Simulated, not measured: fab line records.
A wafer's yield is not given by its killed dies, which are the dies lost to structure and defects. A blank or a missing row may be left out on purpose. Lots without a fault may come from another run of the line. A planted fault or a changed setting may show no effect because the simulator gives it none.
Matching of chambers + flow n5 finfet + rie si-01 running N5_BEOL_M0_SAQP_MANDREL1_REMOVE_100: 4 sister chambers
The step chemistry HBr/Cl2/O2, target a-Si, stops on SiNx, bt time 10 s. 4 wafers are shown with their chamber, then 10 later ones without.

## WAFERS, EACH WITH ITS CHAMBER
| wafer  | chamber | drypump motor current A (A) |
|--------|---------|-----------------------------|
| L092.4 | 2       | 5.42                        |
| L092.6 | 3       | 6.18                        |
| L093.1 | 1       | 5.62                        |
| L093.2 | 0       | 5.58                        |

## WAFERS MISSING THEIR CHAMBER
| wafer  | drypump motor current A (A) |
|--------|-----------------------------|
| L093.4 | 5.41                        |
| L095.2 | 5.41                        |
| L095.4 | 6.20                        |
| L095.6 | 6.20                        |
| L096.1 | 5.43                        |
| L096.2 | 6.22                        |
| L096.3 | 5.61                        |
| L097.1 | 6.19                        |
| L097.2 | 5.44                        |
| L097.5 | 5.41                        |

## THE CHAMBER EACH PASSED THROUGH
| wafer  | from the rows above     | in truth |
|--------|-------------------------|----------|
| L093.4 | 2                       | 2        |
| L095.2 | 2                       | 2        |
| L095.4 | 3                       | 3        |
| L095.6 | 3                       | 3        |
| L096.1 | 2                       | 2        |
| L096.2 | 3                       | 3        |
| L096.3 | can't be placed: 1 or 0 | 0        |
| L097.1 | 3                       | 3        |
| L097.2 | 2                       | 2        |
| L097.5 | 2                       | 2        |
Correctly placed: 9 of 10. Unplaceable from these rows: 1, with the true chamber sitting among the candidates in 1. 0 placed wrongly.
How it was worked out, from the rows above alone: a wafer's distance from a chamber is the root of the sum, over the readings, of the square of ((its reading less the chamber's mean) divided by the reading's scatter). If the next closest chamber is less than 2 further off than the closest, the wafer can't be placed; otherwise it belongs to the closest. For every chamber, the mean is computed from those of its wafers that are shown. The scatter (one wafer shown for each chamber): square how far every hidden wafer sits from the nearest shown wafer, average those squares and take the square root.
